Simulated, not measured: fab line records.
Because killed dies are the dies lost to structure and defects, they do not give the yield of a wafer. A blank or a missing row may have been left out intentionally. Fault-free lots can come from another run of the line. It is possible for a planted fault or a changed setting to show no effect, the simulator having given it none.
A lot that was struck, set against a sound lot / flow n5Finfet / 37 steps out of a route of 1938
Sound: wafers L294.1, L294.4, L294.5. The struck wafers were L303.1, L303.2, L303.4. At the end, the cause is stated.
Order at every step that has rows: each side's tool, ch and its chambers, its first start. Under that, the readings that differ: sound wafers / struck wafers / difference of the means / sigmas: that difference in standard deviations of wafers without a fault.
alike: a reading whose means differ by less than 2 such deviations, as well as words and numbers matching on both sides. not compared: withheld readings; readings where some wafer has no value; bounds like >300 that might hide an equal value; numbers whose values overlap and for which the record gives no deviation.
Wherever a step has rows on one side only, a row that says differs or no value, or a row with sigmas, the two part there. Non-overlapping numbers with no deviation appear without sigmas and do not part them. A reading missing from all wafers of one side parts the sides only when that side holds two or more wafers.

first, 8 steps without rows for these wafers: N5_BEOL_M0_ECD_118 (material Cu, target thk 300 nm); N5_BEOL_M0_ANNEAL_119 (time 90 s); N5_BEOL_M0_CMP_120 (polishes, stops on SiOC, t overpolish 6.9 s); N5_BEOL_M0_PRE_CLEAN_131 (time 15 s); N5_BEOL_M0_CO_CAP_123 (material Co, precursor CCTBA/H2, target thk 2 nm, time 102.1 s); N5_BEOL_M0_PRE_CLEAN_124 (time 15 s); N5_BEOL_M0_DEP_125 (deposits SiCN from 3MS/NH3, target thk 8 nm, time 14 s); N5_BEOL_M1_ILD_DEP_00 (deposits SiOC from DEMS/O2, target thk 79 nm, time 15.3 s).
N5_BEOL_M1_PECVD_72: deposits SiO2 from TEOS/O2, target thk 16 nm, time 18 s.
  sound on pecvd-04 ch 0,1,2, day 7 12:18; struck on pecvd-04 ch 0,1, day 9 12:23
reading=heaterPowerOuterW (W); sound=420 405 523; struck=250 218 214; difference=-222; sigmas=-3
reading=heaterPowerW (W); sound=715 746 786; struck=502 402 408; difference=-312; sigmas=-3
reading=susceptorTempC (C); sound=399.63 400.22 399.92; struck=350.84 350.77 350.61; difference=-49.18; sigmas=-99 or more
reading=model.SiO2_of_BEOL_M1_PECVD_72.thkNm (nm); sound=16 16.2 16.2; struck=20.8 20.8 21.2; difference=+4.8; sigmas=
  alike: showerheadPlenumPTorr, showerheadVppV, throttleValvePct
then, 25 steps without rows for these wafers: N5_BEOL_M1_HM_DEP_02 (deposits TiN, target thk 20 nm); N5_BEOL_M1_COAT_61 (time 60 s, resist thk 60 nm); N5_BEOL_M1_COAT_62 (time 60 s, resist thk 12 nm); N5_BEOL_M1_COAT_73 (time 60 s, resist thk 5 nm); N5_BEOL_M1_COAT_05 (resist thk 30 nm); N5_BEOL_M1_EBR_07; N5_BEOL_M1_SOFTBAKE_06 (time 60 s); N5_BEOL_M1_EXPOSE_08 (exposes mask M1); N5_BEOL_M1_PEB_09 (peb time 60 s); N5_BEOL_M1_DEVELOP_10 (develop time 30 s); N5_BEOL_M1_DESCUM_16 (chemistry O2, time 7 s); N5_BEOL_M1_ETCH_74 (etches underlayer in N2/H2, target depth 6.5 nm, time 5.2 s); N5_BEOL_M1_ETCH_63 (etches SiARC in CF4, target depth 15.6 nm, time 26 s); N5_BEOL_M1_ETCH_64 (etches SOC in N2/H2, target depth 75 nm, overetch 15 nm, time 112.5 s); N5_BEOL_M1_STRIP_65 (strips in N2/H2); N5_BEOL_M1_STRIP_75 (strips in N2/H2); N5_BEOL_M1_STRIP_66 (strips in CF4); N5_BEOL_M1_HM_OPEN_17 (chemistry Cl2/BCl3, target TiN, target depth 20 nm, overetch 6 nm); N5_BEOL_M1_STRIP_19 (strips in O2); N5_BEOL_M1_COAT_67 (time 60 s, resist thk 60 nm); N5_BEOL_M1_COAT_68 (time 60 s, resist thk 12 nm); N5_BEOL_M1_COAT_76 (time 60 s, resist thk 5 nm); N5_BEOL_M1_COAT_22 (resist thk 30 nm); N5_BEOL_M1_EBR_24; N5_BEOL_M1_SOFTBAKE_23 (time 60 s).
N5_BEOL_M1_HM_STRIP_39: strips TiN in peroxide tin strip, target depth 25 nm, time 158 s.
  sound on wetBench-02 ch 1,3,4, day 8 04:35; struck on wetBench-02 ch 5,6,7, day 9 16:19
reading=model.SiO2_of_BEOL_M1_PECVD_72.thkNm (nm); sound=15.8 16 16; struck=20.6 20.6 21; difference=+4.8; sigmas=
  alike: bathHeatDutyPct
N5_BEOL_M1_CMP_52: polishes, stops on SiOC, t overpolish 6.8 s, target thk 40 nm.
  sound on cmp-02 ch 1,3, day 8 08:25; struck on cmp-01 ch 0,1,3, day 9 20:03
reading=barrierFieldEndpointS (s); sound=24.6 23.8 24.9; struck=30.6 30.8 31.5; difference=+6.5; sigmas=+11
  alike: edgeZonePressureFrac, motorCurrentA
N5_BEOL_M4_RC_MEAS_101:
  sound on prober-02 ch 0, day 9 17:20; struck on prober-01 ch 0, day 11 16:22
  alike: DIBL_N, DIBL_P, IOFF_N, IOFF_P, ION_N, ION_P, SS_N, SS_P, VT_N, VT_P

WHERE THEY PART
Last at N5_BEOL_M1_CMP_52 as far as this record goes, first at N5_BEOL_M1_PECVD_72. Later steps at which nothing parts them and some readings are alike: N5_BEOL_M4_RC_MEAS_101.

WHY: whatever the simulator had introduced
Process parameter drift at N5_BEOL_M1_PECVD_72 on pecvd-04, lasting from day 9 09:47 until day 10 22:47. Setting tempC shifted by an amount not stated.
